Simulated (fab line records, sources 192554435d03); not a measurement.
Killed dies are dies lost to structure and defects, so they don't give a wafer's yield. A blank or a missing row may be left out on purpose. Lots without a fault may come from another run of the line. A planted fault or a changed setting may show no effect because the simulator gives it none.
Which tool did it? | flow n5_finfet | 10 lots, 30 wafers sampled, at 5 steps of a route of 1938

WHAT THE GAUGES READ, wafer by wafer
N5_BEOL_M3_INSPECT_13: inspects for defects (brightfield). Usual: raw_defect_count 431, standard deviation 110.
lot  | measured     | on                | raw_defect_count | flag
L810 | day 7 15:34  | defect_inspect-01 | 396 335 341      |
L811 | day 7 20:34  | defect_inspect-01 | 452 344 307      |
L814 | day 8 12:59  | defect_inspect-02 | 474 469 445      |
L816 | day 9 01:12  | defect_inspect-01 | 347 450 279      |
L825 | day 11 07:51 | defect_inspect-02 | 400 359 423      |
L823 | day 11 08:32 | defect_inspect-02 | 558 587 694      |
L827 | day 11 21:30 | defect_inspect-01 | 466 465 362      |
L828 | day 12 00:47 | defect_inspect-02 | 464 460 474      |
L832 | day 13 03:41 | defect_inspect-01 | 550 473 500      |
L831 | day 13 04:05 | defect_inspect-02 | 616 572 415      |

N5_BEOL_M3_INSPECT_30: inspects for defects (brightfield). Usual: raw_defect_count 433, standard deviation 110.
lot  | measured     | on                | raw_defect_count | flag
L810 | day 7 16:26  | defect_inspect-02 | 406 368 345      |
L811 | day 7 21:51  | defect_inspect-02 | 455 354 308      |
L814 | day 8 13:54  | defect_inspect-01 | 458 437 431      |
L816 | day 9 02:36  | defect_inspect-02 | 319 479 287      |
L825 | day 11 08:52 | defect_inspect-02 | 417 353 415      |
L823 | day 11 09:34 | defect_inspect-01 | 554 567 678      |
L827 | day 11 22:29 | defect_inspect-01 | 464 459 354      |
L828 | day 12 01:41 | defect_inspect-01 | 446 427 464      |
L832 | day 13 04:40 | defect_inspect-01 | 566 493 533      |
L831 | day 13 05:20 | defect_inspect-02 | 620 574 402      |

N5_BEOL_M4_RC_MEAS_101. Usual: DIBL_N 36.7 mV/V, standard deviation 1.8; DIBL_P 37.0 mV/V, standard deviation 2.4; IOFF_N 0.17 nA/um, standard deviation 0.036; IOFF_P 0.22 nA/um, standard deviation 0.042; ION_N 673 uA/um, standard deviation 12; ION_P 462 uA/um, standard deviation 8.5; SS_N 71.7 mV/dec, standard deviation 0.62; SS_P 73.4 mV/dec, standard deviation 0.65; VT_N 250 mV, standard deviation 3.7; VT_P -250 mV, standard deviation 3.7.
lot  | measured     | on        | DIBL_N (mV/V)  | DIBL_P (mV/V)  | IOFF_N (nA/um) | IOFF_P (nA/um) | ION_N (uA/um) | ION_P (uA/um) | SS_N (mV/dec)  | SS_P (mV/dec)  | VT_N (mV)   | VT_P (mV)      | flag
L810 | day 8 20:34  | prober-02 | 38.5 38.2 37.8 | 39.0 39.0 37.4 | 0.19 0.21 0.19 | 0.25 0.24 0.22 | 671 675 667   | 461 460 457   | 71.5 71.9 72.0 | 73.3 74.6 73.4 | 250 245 250 | -250 -250 -249 |
L811 | day 9 03:59  | prober-02 | 36.8 36.4 38.0 | 37.0 36.0 38.4 | 0.15 0.14 0.18 | 0.20 0.18 0.21 | 660 666 667   | 460 460 457   | 72.2 71.8 72.5 | 73.1 73.5 73.6 | 252 253 251 | -253 -255 -253 |
L814 | day 9 12:34  | prober-01 | 37.7 34.6 35.9 | 38.4 34.7 35.1 | 0.17 0.13 0.14 | 0.21 0.16 0.17 | 670 671 655   | 455 456 447   | 72.2 71.1 71.1 | 73.5 72.0 73.6 | 251 252 252 | -253 -255 -254 |
L816 | day 10 08:27 | prober-02 | 36.2 33.3 37.4 | 37.7 33.2 38.6 | 0.16 0.12 0.18 | 0.22 0.17 0.25 | 675 663 677   | 471 460 468   | 71.6 71.1 72.3 | 73.5 72.6 73.3 | 249 254 248 | -246 -251 -248 |
L825 | day 12 08:33 | prober-02 | 34.4 36.2 34.7 | 35.6 37.1 35.4 | 0.13 0.15 0.13 | 0.18 0.22 0.18 | 669 677 654   | 461 474 457   | 69.5 71.6 71.0 | 72.7 73.1 73.0 | 251 249 251 | -253 -247 -251 |
L823 | day 12 16:13 | prober-01 | 36.7 35.1 37.1 | 38.6 35.9 38.7 | 0.16 0.14 0.19 | 0.23 0.18 0.23 | 667 662 691   | 458 453 466   | 71.5 72.0 71.7 | 74.3 74.2 74.5 | 250 252 245 | -251 -257 -253 |
L827 | day 12 23:07 | prober-02 | 38.5 36.2 35.7 | 35.5 32.7 33.9 | 0.19 0.14 0.16 | 0.22 0.17 0.20 | 677 662 686   | 463 453 471   | 73.4 71.1 71.4 | 73.6 72.6 72.8 | 249 253 250 | -246 -251 -249 |
L828 | day 13 12:44 | prober-02 | 39.0 38.3 39.3 | 38.1 37.9 38.2 | 0.20 0.18 0.21 | 0.21 0.22 0.22 | 679 678 677   | 459 469 456   | 72.0 72.0 72.1 | 72.6 73.0 73.0 | 248 247 248 | -252 -251 -249 |
L832 | day 15 19:44 | prober-01 | 36.6 36.8 35.9 | 36.4 35.9 35.0 | 0.15 0.16 0.14 | 0.19 0.20 0.18 | 669 682 670   | 454 464 455   | 71.8 71.9 71.6 | 72.8 73.6 73.4 | 251 248 251 | -252 -253 -254 |
L831 | day 14 18:44 | prober-02 | 37.6 36.9 36.6 | 38.4 37.5 37.7 | 0.18 0.16 0.16 | 0.24 0.22 0.23 | 684 671 676   | 467 460 469   | 72.0 71.8 71.8 | 72.7 73.1 73.9 | 248 249 249 | -250 -254 -251 |

WHICH TOOL RAN EACH LOT (tool, then ch and the chambers of the sampled wafers, then the start)
lot  | N5_BEOL_M3_STRIP_66                | N5_BEOL_M3_COAT_76
L810 | rie_diel-06 ch 0,1,2, day 7 15:49  | litho_track-02 ch 0, day 7 16:05
L811 | rie_diel-03 ch 0,1,3, day 7 21:03  | litho_track-01 ch 0, day 7 21:21
L814 | rie_diel-05 ch 0,2,3, day 8 13:17  | litho_track-02 ch 0, day 8 13:32
L816 | rie_diel-03 ch 0,3, day 9 01:51    | litho_track-02 ch 0, day 9 02:07
L825 | rie_diel-05 ch 1,2,3, day 11 08:05 | litho_track-05 ch 0, day 11 08:28
L823 | rie_diel-05 ch 0,1,2, day 11 08:46 | litho_track-01 ch 0, day 11 09:11
L827 | rie_diel-03 ch 1,2, day 11 21:47   | litho_track-02 ch 0, day 11 22:08
L828 | rie_diel-05 ch 0,1,2, day 12 01:03 | litho_track-02 ch 0, day 12 01:19
L832 | rie_diel-05 ch 0,1,3, day 13 03:55 | litho_track-01 ch 0, day 13 04:11
L831 | rie_diel-06 ch 0,1, day 13 04:41   | litho_track-02 ch 0, day 13 04:58
- N5_BEOL_M3_STRIP_66: strips in CF4.
- N5_BEOL_M3_COAT_76: time 60 s, resist thk 5 nm.

WHAT THE TOOLS THEMSELVES READ (means of the sampled wafers that have a number; where no wafer has one, the mark that the record gives instead)
N5_BEOL_M3_STRIP_66. Usual: drypump_motor_current_A 5.6 A, standard deviation 0.49; oes_product_au 0.78 a.u., standard deviation 0.057; rf_vpp_V 271.0 V, standard deviation 1.4; showerhead_plenum_p_Torr 1.79 Torr, standard deviation 0.057; throttle_valve_pct 13.51 %, standard deviation 0.17.
lot  | tool        | drypump_motor_current_A (A) | oes_product_au (a.u.) | rf_vpp_V (V) | showerhead_plenum_p_Torr (Torr) | throttle_valve_pct (%) | flag
L810 | rie_diel-06 | 5.8                         | 0.77                  | 270.4        | 1.79                            | 13.66                  |
L811 | rie_diel-03 | 5.3                         | 0.81                  | 271.5        | 1.81                            | 13.44                  |
L814 | rie_diel-05 | 5.5                         | 0.78                  | 271.7        | 1.80                            | 13.56                  |
L816 | rie_diel-03 | 5.3                         | 0.77                  | 271.9        | 1.82                            | 13.54                  |
L825 | rie_diel-05 | 5.8                         | 0.82                  | 271.6        | 1.78                            | 13.43                  |
L823 | rie_diel-05 | 5.6                         | 0.80                  | 270.0        | 1.79                            | 13.53                  |
L827 | rie_diel-03 | 5.9                         | 0.76                  | 269.5        | 1.73                            | 13.38                  |
L828 | rie_diel-05 | 5.6                         | 0.79                  | 271.9        | 1.78                            | 13.54                  |
L832 | rie_diel-05 | 6.1                         | 0.76                  | 270.4        | 1.77                            | 13.58                  |
L831 | rie_diel-06 | 5.8                         | 0.73                  | 270.9        | 1.80                            | 13.68                  |

N5_BEOL_M3_COAT_76. Usual: spin_speed_rpm 1500.0 rpm, standard deviation 0.98.
lot  | tool           | spin_speed_rpm (rpm) | flag
L810 | litho_track-02 | 1500.7               |
L811 | litho_track-01 | 1499.3               |
L814 | litho_track-02 | 1605.5               | OFF
L816 | litho_track-02 | 1605.2               | OFF
L825 | litho_track-05 | 1500.4               |
L823 | litho_track-01 | 1500.6               |
L827 | litho_track-02 | 1499.7               |
L828 | litho_track-02 | 1499.9               |
L832 | litho_track-01 | 1499.5               |
L831 | litho_track-02 | 1499.6               |

THE ANSWER, worked out from the rows above alone
Rule: a lot is off if the mean of its wafers that have a number lies more than 3 standard deviations from the usual mean. A lot without any number at a reading at which 4 lots or more have one is off too. The other lots that the step has rows for count as sound. The gauges are gone through in route order, then the tools' own readings, and for those a lot's mean is taken as printed above. The first step at which some lot is off is used, and at that step the reading that is off furthest; a lot without a number counts as furthest.
Off: L814, L816, at N5_BEOL_M3_COAT_76 (spin_speed_rpm).
A tool fits if, at that step or a process step before it, it ran every lot that is off, and no sound lot after the first of them. None of those tried fits.

WHAT THE SIMULATOR HAD PUT IN
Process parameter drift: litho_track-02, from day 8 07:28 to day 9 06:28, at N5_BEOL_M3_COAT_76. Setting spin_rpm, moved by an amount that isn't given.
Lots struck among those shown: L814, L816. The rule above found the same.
